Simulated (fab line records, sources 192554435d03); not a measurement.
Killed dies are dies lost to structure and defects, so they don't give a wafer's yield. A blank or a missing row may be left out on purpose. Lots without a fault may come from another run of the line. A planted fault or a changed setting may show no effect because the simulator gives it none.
Split-lot experiment | flow n5_finfet | 7 lots, 21 wafers read, on a route of 1938 steps

THE SPLIT
At N5_BEOL_M10_EXPOSE_25 (exposes mask V9), the setting dose_mj was moved away from the recipe's 85.5 on 4 of the 21 wafers read, by -3.3% to +5.4%. The other wafers ran this setting at the recipe's value.

FROM THE SPLIT TO THE READING: what the file shows between them, 2 steps
- N5_BEOL_M10_PEB_26: peb time 60 s
- N5_BEOL_M10_DEVELOP_27: develop time 30 s

THE READING
cd_nm, in nm, at N5_BEOL_M10_CD_MEAS_28 (target cd 70 nm). Fault-free wafers of this fab line usually give 70.2 nm, standard deviation 0.79 nm.

wafer  | tool, chamber at the split | dose_mj as run | against the recipe | cd_nm, nm | against lot-mates on the recipe
L074.1 | arfi_scanner-01, 0         | 85.5           | recipe             | 69.3      | -
L074.4 | arfi_scanner-01, 0         | 85.5           | recipe             | 69.9      | -
L074.6 | arfi_scanner-01, 0         | 85.5           | recipe             | 69.9      | -
L075.1 | arfi_scanner-03, 0         | 90.15          | +5.4%              | 74.0      | +3.0
L075.3 | arfi_scanner-03, 0         | 90.15          | +5.4%              | 75.6      | +4.6
L075.6 | arfi_scanner-03, 0         | 85.5           | recipe             | 71.0      | -
L077.4 | arfi_scanner-03, 0         | 85.5           | recipe             | 70.0      | -
L077.5 | arfi_scanner-03, 0         | 85.5           | recipe             | 69.5      | -
L077.6 | arfi_scanner-03, 0         | 85.5           | recipe             | 70.0      | -
L079.3 | arfi_scanner-01, 0         | 85.5           | recipe             | 69.9      | -
L079.4 | arfi_scanner-01, 0         | 85.5           | recipe             | 69.0      | -
L079.5 | arfi_scanner-01, 0         | 85.5           | recipe             | 68.9      | -
L084.1 | arfi_scanner-03, 0         | 85.5           | recipe             | 70.7      | -
L084.4 | arfi_scanner-03, 0         | 85.5           | recipe             | 71.3      | -
L084.6 | arfi_scanner-03, 0         | 85.5           | recipe             | 71.6      | -
L089.3 | arfi_scanner-02, 0         | 85.5           | recipe             | 69.6      | -
L089.4 | arfi_scanner-02, 0         | 85.5           | recipe             | 69.9      | -
L089.5 | arfi_scanner-02, 0         | 85.5           | recipe             | 69.6      | -
L091.1 | arfi_scanner-03, 0         | 82.69          | -3.3%              | 67.4      | -3.0
L091.2 | arfi_scanner-03, 0         | 82.69          | -3.3%              | 66.5      | -3.9
L091.6 | arfi_scanner-03, 0         | 85.5           | recipe             | 70.4      | -

THE FIT
A straight line over all 21 wafers: cd_nm changes by +0.894 nm for each +1% of dose_mj; r = +0.92; the points scatter about the line by 0.76 nm.
The same after taking each lot's own level away (the mean of its wafers on the recipe; 21 wafers): +0.8 nm for each +1%; r = +0.96; scatter 0.5 nm.
On that fit, the largest move of dose_mj shifts the reading by 4.3 nm.
The lots' own levels span 69.27 to 71.20 nm, that is 2.4 times the standard deviation above.
So the lot-to-lot level changes the slope: the two fits differ.
Check: with one of the wafers moved furthest among these (+5.4%) left out of the fit, the line predicts +5 nm for it against its lot-mates. It came out at +3 nm against them.

OTHER SPLITS ON THESE WAFERS
These wafers also went through other splits before the reading. Each is held against what the fit with the lots' levels taken away leaves over:
other split on the same wafers | wafers away from the commonest value | r with cd_nm (lot level and that fit taken away)
N5_BEOL_M9_ETCH_66 time_s      | 6                                    | +0.38
N5_BEOL_M10_COAT_63 spin_rpm   | 8                                    | -0.18

THE FILE'S OWN FIT
cd_nm changes by +0.791 nm for each +1% of dose_mj, r = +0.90.
